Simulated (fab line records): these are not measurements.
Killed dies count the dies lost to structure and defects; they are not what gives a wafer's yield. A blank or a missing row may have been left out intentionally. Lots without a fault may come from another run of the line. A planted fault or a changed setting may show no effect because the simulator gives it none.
Matching of chambers :: flow n5Finfet :: 4 sister chambers for N5_FIN_SAQP_STRIP_70 on rieDiel-05
The step strips in N2/H2. 8 wafers are shown with their chamber, then 12 later ones without.

WAFERS WITH THEIR CHAMBER
wafer: L085.3
chamber: 1
drypumpMotorCurrentA (A): 6.0
throttleValvePct (%): 18.73

wafer: L086.4
chamber: 1
drypumpMotorCurrentA (A): 6.0
throttleValvePct (%): 18.74

wafer: L088.2
chamber: 3
drypumpMotorCurrentA (A): 5.8
throttleValvePct (%): 19.14

wafer: L090.1
chamber: 3
drypumpMotorCurrentA (A): 5.8
throttleValvePct (%): 19.14

wafer: L090.2
chamber: 0
drypumpMotorCurrentA (A): 5.0
throttleValvePct (%): 18.83

wafer: L091.1
chamber: 2
drypumpMotorCurrentA (A): 5.2
throttleValvePct (%): 18.97

wafer: L091.4
chamber: 0
drypumpMotorCurrentA (A): 5.1
throttleValvePct (%): 18.84

wafer: L091.6
chamber: 2
drypumpMotorCurrentA (A): 5.2
throttleValvePct (%): 18.95

WAFERS WHOSE CHAMBER IS MISSING
wafer: L092.3
drypumpMotorCurrentA (A): 5.8
throttleValvePct (%): 19.15

wafer: L092.4
drypumpMotorCurrentA (A): 5.2
throttleValvePct (%): 18.97

wafer: L092.6
drypumpMotorCurrentA (A): 5.1
throttleValvePct (%): 18.84

wafer: L093.1
drypumpMotorCurrentA (A): 5.2
throttleValvePct (%): 18.98

wafer: L093.3
drypumpMotorCurrentA (A): 5.1
throttleValvePct (%): 18.83

wafer: L093.4
drypumpMotorCurrentA (A): 6.0
throttleValvePct (%): 18.77

wafer: L094.1
drypumpMotorCurrentA (A): 5.2
throttleValvePct (%): 19.00

wafer: L094.5
drypumpMotorCurrentA (A): 6.0
throttleValvePct (%): 18.74

wafer: L094.6
drypumpMotorCurrentA (A): 5.2
throttleValvePct (%): 18.98

wafer: L097.1
drypumpMotorCurrentA (A): 5.1
throttleValvePct (%): 18.86

wafer: L097.2
drypumpMotorCurrentA (A): 5.2
throttleValvePct (%): 18.99

wafer: L097.4
drypumpMotorCurrentA (A): 5.7
throttleValvePct (%): 19.17

WHICH CHAMBER EACH ONE RAN IN
wafer: L092.3
from the rows above: 3
in truth: 3

wafer: L092.4
from the rows above: 2
in truth: 2

wafer: L092.6
from the rows above: 0
in truth: 0

wafer: L093.1
from the rows above: 2
in truth: 2

wafer: L093.3
from the rows above: 0
in truth: 0

wafer: L093.4
from the rows above: 1
in truth: 1

wafer: L094.1
from the rows above: 2
in truth: 2

wafer: L094.5
from the rows above: 1
in truth: 1

wafer: L094.6
from the rows above: 2
in truth: 2

wafer: L097.1
from the rows above: 0
in truth: 0

wafer: L097.2
from the rows above: 2
in truth: 2

wafer: L097.4
from the rows above: 3
in truth: 3
12 of 12 placed correctly. Not placeable from these rows: 0. Wrongly placed: 0.
How it was worked out, from the rows above alone: a wafer's distance from a chamber is the root of the sum, over the readings, of the square of ((its reading less the chamber's mean) divided by the reading's scatter). The wafer belongs to the nearest chamber; if the next one is less than 2 further off, it can't be placed. Each chamber's mean is taken over the wafers shown for it. The scatter: take each reading less its chamber's mean, square it, sum over the shown wafers, divide by the number of wafers less the number of chambers, and take the root.
